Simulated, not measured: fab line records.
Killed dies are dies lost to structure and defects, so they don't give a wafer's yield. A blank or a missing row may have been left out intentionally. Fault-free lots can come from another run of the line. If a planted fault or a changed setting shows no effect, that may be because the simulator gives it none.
Matching of chambers | flow n5 finfet | 3 sister chambers for N5_BEOL_M8_DEP_56 on pecvd-01
The step deposits SiCN from 3MS/NH3, target thk 10 nm, time 17.5 s. 6 wafers are shown with their chamber, then 8 later ones without.

## WAFERS PAIRED WITH THEIR CHAMBERS
wafer  | chamber | throttle valve pct (%) | rf fwd power W (W)
L086.4 | 2       | 8.6                    | 199.9
L088.6 | 0       | 8.8                    | 198.9
L090.2 | 2       | 8.8                    | 200.3
L090.4 | 0       | 9.0                    | 198.9
L090.5 | 1       | 9.4                    | 199.9
L094.1 | 1       | 9.5                    | 200.2

## WAFERS WITH NO CHAMBER GIVEN
wafer  | throttle valve pct (%) | rf fwd power W (W)
L094.4 | 8.8                    | 198.9
L094.5 | 8.8                    | 201.1
L092.4 | 9.5                    | 199.8
L092.5 | 8.6                    | 200.6
L092.6 | 8.7                    | 198.8
L096.3 | 9.6                    | 200.4
L096.4 | 8.9                    | 198.0
L096.6 | 9.5                    | 199.5

## THE CHAMBER EACH PASSED THROUGH
wafer  | from the rows above | in truth
L094.4 | 0                   | 0
L094.5 | 2                   | 2
L092.4 | 1                   | 1
L092.5 | 2                   | 2
L092.6 | 0                   | 0
L096.3 | 1                   | 1
L096.4 | 0                   | 0
L096.6 | 1                   | 1
Placed correctly: 8 of 8. Not placeable from these rows: 0. Placed wrongly: 0.
How it was worked out, from the rows above alone: a wafer's distance from a chamber is the root of the sum, over the readings, of the square of ((its reading less the chamber's mean) divided by the reading's scatter). If the next closest chamber is less than 2 further off than the closest, the wafer can't be placed; otherwise it belongs to the closest. The mean given for a chamber averages the wafers shown for that chamber. How the scatter is found: for the shown wafers, subtract from each reading the mean of its chamber, square and add these, divide the total by (wafers less chambers), then take the root.
